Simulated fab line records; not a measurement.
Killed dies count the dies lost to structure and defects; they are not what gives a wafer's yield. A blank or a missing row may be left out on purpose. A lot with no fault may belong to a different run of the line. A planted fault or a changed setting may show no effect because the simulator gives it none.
Chamber matching :: flow n5_finfet :: N5_PMOS_HMC_CHANNEL_EPI_HM_DEP_34 on pecvd-04 has 3 sister chambers
The step deposits SiO2 from TEOS/O2, target thk 36 nm, time 6.9 s. 6 wafers are shown with their chamber, then 8 later ones without.

WAFERS, EACH WITH ITS CHAMBER
wafer: L085.1
chamber: 0
throttle_valve_pct (%): 20.8
showerhead_plenum_p_Torr (Torr): 8.355

wafer: L085.6
chamber: 0
throttle_valve_pct (%): 21.0
showerhead_plenum_p_Torr (Torr): 8.338

wafer: L086.1
chamber: 2
throttle_valve_pct (%): 17.8
showerhead_plenum_p_Torr (Torr): 8.305

wafer: L086.4
chamber: 2
throttle_valve_pct (%): 17.8
showerhead_plenum_p_Torr (Torr): 8.301

wafer: L086.5
chamber: 1
throttle_valve_pct (%): 17.7
showerhead_plenum_p_Torr (Torr): 8.382

wafer: L091.1
chamber: 1
throttle_valve_pct (%): 18.0
showerhead_plenum_p_Torr (Torr): 8.346

WAFERS WITHOUT THEIR CHAMBER
wafer: L091.4
throttle_valve_pct (%): 21.1
showerhead_plenum_p_Torr (Torr): 8.343

wafer: L091.6
throttle_valve_pct (%): 17.7
showerhead_plenum_p_Torr (Torr): 8.295

wafer: L096.1
throttle_valve_pct (%): 20.9
showerhead_plenum_p_Torr (Torr): 8.343

wafer: L096.2
throttle_valve_pct (%): 17.8
showerhead_plenum_p_Torr (Torr): 8.353

wafer: L096.5
throttle_valve_pct (%): 21.0
showerhead_plenum_p_Torr (Torr): 8.355

wafer: L097.1
throttle_valve_pct (%): 17.8
showerhead_plenum_p_Torr (Torr): 8.343

wafer: L097.4
throttle_valve_pct (%): 17.9
showerhead_plenum_p_Torr (Torr): 8.316

wafer: L097.6
throttle_valve_pct (%): 17.7
showerhead_plenum_p_Torr (Torr): 8.344

WHICH CHAMBER EACH WENT THROUGH
wafer: L091.4
from the rows above: 0
in truth: 0

wafer: L091.6
from the rows above: 2
in truth: 2

wafer: L096.1
from the rows above: 0
in truth: 0

wafer: L096.2
from the rows above: 1
in truth: 1

wafer: L096.5
from the rows above: 0
in truth: 0

wafer: L097.1
from the rows above: can't be placed: 1 or 2
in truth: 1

wafer: L097.4
from the rows above: can't be placed: 2 or 1
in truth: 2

wafer: L097.6
from the rows above: can't be placed: 1 or 2
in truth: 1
5 of 8 placed correctly. From these rows, 3 cannot be placed; in 3 the true chamber is one of the candidates. Number placed wrongly: 0.
How it was worked out, from the rows above alone: a wafer's distance from a chamber is the root of the sum, over the readings, of the square of ((its reading less the chamber's mean) divided by the reading's scatter). The wafer belongs to the nearest chamber; if the next one is less than 2 further off, it can't be placed. The mean given for a chamber averages the wafers shown for that chamber. The scatter: the root of (the sum of the squares of (reading less its chamber's mean) over the shown wafers, divided by (wafers less chambers)).
